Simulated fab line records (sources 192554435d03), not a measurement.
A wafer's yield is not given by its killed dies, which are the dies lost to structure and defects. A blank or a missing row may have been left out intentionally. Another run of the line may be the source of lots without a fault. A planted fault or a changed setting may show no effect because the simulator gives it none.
Matching of chambers / flow n5Finfet / aldSin-02 running N5_FIN_SAQP_ALD_61: 4 sister chambers
The step deposits SiO2, target thk 4 nm, pulse time 1 s, purge time 2 s. 36 wafers are shown with their chamber, then 12 later ones without.

## EACH WAFER AND ITS CHAMBER
wafer=L074.1; chamber=1; heaterPowerW (W)=473; precursorPulseHeightRel=0.986
wafer=L074.3; chamber=3; heaterPowerW (W)=480; precursorPulseHeightRel=0.991
wafer=L074.6; chamber=2; heaterPowerW (W)=460; precursorPulseHeightRel=1.023
wafer=L076.1; chamber=2; heaterPowerW (W)=472; precursorPulseHeightRel=1.006
wafer=L076.4; chamber=0; heaterPowerW (W)=447; precursorPulseHeightRel=1.048
wafer=L076.5; chamber=1; heaterPowerW (W)=464; precursorPulseHeightRel=1.012
wafer=L077.1; chamber=1; heaterPowerW (W)=455; precursorPulseHeightRel=1.021
wafer=L077.4; chamber=0; heaterPowerW (W)=451; precursorPulseHeightRel=1.008
wafer=L077.5; chamber=0; heaterPowerW (W)=433; precursorPulseHeightRel=0.992
wafer=L078.1; chamber=1; heaterPowerW (W)=467; precursorPulseHeightRel=1.027
wafer=L078.3; chamber=2; heaterPowerW (W)=464; precursorPulseHeightRel=1.044
wafer=L078.4; chamber=0; heaterPowerW (W)=449; precursorPulseHeightRel=0.997
wafer=L084.1; chamber=1; heaterPowerW (W)=457; precursorPulseHeightRel=0.996
wafer=L084.2; chamber=3; heaterPowerW (W)=488; precursorPulseHeightRel=1.016
wafer=L084.3; chamber=2; heaterPowerW (W)=476; precursorPulseHeightRel=1.000
wafer=L084.4; chamber=1; heaterPowerW (W)=463; precursorPulseHeightRel=0.978
wafer=L084.5; chamber=2; heaterPowerW (W)=470; precursorPulseHeightRel=0.997
wafer=L084.6; chamber=3; heaterPowerW (W)=475; precursorPulseHeightRel=0.993
wafer=L085.1; chamber=3; heaterPowerW (W)=487; precursorPulseHeightRel=1.007
wafer=L085.2; chamber=1; heaterPowerW (W)=476; precursorPulseHeightRel=0.972
wafer=L085.3; chamber=0; heaterPowerW (W)=435; precursorPulseHeightRel=0.984
wafer=L085.4; chamber=2; heaterPowerW (W)=462; precursorPulseHeightRel=1.029
wafer=L085.5; chamber=0; heaterPowerW (W)=444; precursorPulseHeightRel=1.012
wafer=L085.6; chamber=3; heaterPowerW (W)=475; precursorPulseHeightRel=1.026
wafer=L086.1; chamber=2; heaterPowerW (W)=465; precursorPulseHeightRel=0.990
wafer=L086.5; chamber=3; heaterPowerW (W)=486; precursorPulseHeightRel=1.057
wafer=L086.6; chamber=2; heaterPowerW (W)=462; precursorPulseHeightRel=0.992
wafer=L087.1; chamber=2; heaterPowerW (W)=473; precursorPulseHeightRel=1.010
wafer=L087.2; chamber=1; heaterPowerW (W)=464; precursorPulseHeightRel=0.995
wafer=L087.5; chamber=2; heaterPowerW (W)=472; precursorPulseHeightRel=1.003
wafer=L089.1; chamber=1; heaterPowerW (W)=475; precursorPulseHeightRel=1.008
wafer=L089.2; chamber=0; heaterPowerW (W)=442; precursorPulseHeightRel=0.960
wafer=L089.3; chamber=2; heaterPowerW (W)=463; precursorPulseHeightRel=0.970
wafer=L089.4; chamber=3; heaterPowerW (W)=476; precursorPulseHeightRel=1.006
wafer=L089.5; chamber=2; heaterPowerW (W)=466; precursorPulseHeightRel=1.045
wafer=L089.6; chamber=1; heaterPowerW (W)=465; precursorPulseHeightRel=0.994

SIGNATURES (averages over the wafers above)
reading=heaterPowerW; chamber 0=443.00; chamber 1=465.90; chamber 2=467.08; chamber 3=481.00; scatter within a chamber=6.24
reading=precursorPulseHeightRel; chamber 0=1.00014; chamber 1=0.99890; chamber 2=1.00908; chamber 3=1.01371; scatter within a chamber=0.0224
Rule: a wafer lies at a distance from a chamber equal to the root of the sum of squares, over the readings, of (its reading less the chamber's mean, divided by the reading's scatter). If the next closest chamber is less than 2 further off than the closest, the wafer can't be placed; otherwise it belongs to the closest. The scatter: the root of (the sum of the squares of (reading less its chamber's mean) over the shown wafers, divided by (wafers less chambers)).

## WAFERS WITHOUT THEIR CHAMBER
wafer=L090.3; heaterPowerW (W)=498; precursorPulseHeightRel=1.016
wafer=L090.4; heaterPowerW (W)=466; precursorPulseHeightRel=0.976
wafer=L090.5; heaterPowerW (W)=439; precursorPulseHeightRel=0.998
wafer=L092.1; heaterPowerW (W)=442; precursorPulseHeightRel=1.002
wafer=L092.2; heaterPowerW (W)=500; precursorPulseHeightRel=1.017
wafer=L092.6; heaterPowerW (W)=478; precursorPulseHeightRel=1.004
wafer=L093.1; heaterPowerW (W)=450; precursorPulseHeightRel=1.001
wafer=L093.2; heaterPowerW (W)=474; precursorPulseHeightRel=0.994
wafer=L093.3; heaterPowerW (W)=485; precursorPulseHeightRel=1.040
wafer=L093.4; heaterPowerW (W)=467; precursorPulseHeightRel=0.999
wafer=L093.5; heaterPowerW (W)=438; precursorPulseHeightRel=1.006
wafer=L093.6; heaterPowerW (W)=456; precursorPulseHeightRel=1.002

## WHICH CHAMBER EACH WENT THROUGH
wafer=L090.3; from the rows above=3; in truth=3
wafer=L090.4; from the rows above=can't be placed: 1 or 2 or 3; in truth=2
wafer=L090.5; from the rows above=0; in truth=0
wafer=L092.1; from the rows above=0; in truth=0
wafer=L092.2; from the rows above=3; in truth=3
wafer=L092.6; from the rows above=can't be placed: 3 or 2 or 1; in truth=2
wafer=L093.1; from the rows above=can't be placed: 0 or 1 or 2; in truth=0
wafer=L093.2; from the rows above=can't be placed: 2 or 1 or 3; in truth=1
wafer=L093.3; from the rows above=can't be placed: 3 or 2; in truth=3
wafer=L093.4; from the rows above=can't be placed: 1 or 2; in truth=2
wafer=L093.5; from the rows above=0; in truth=0
wafer=L093.6; from the rows above=can't be placed: 1 or 2 or 0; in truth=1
Correct placement for 5 of the 12. Not placeable from these rows: 7 (in 7, the candidates include the true chamber). Placed wrongly: 0.
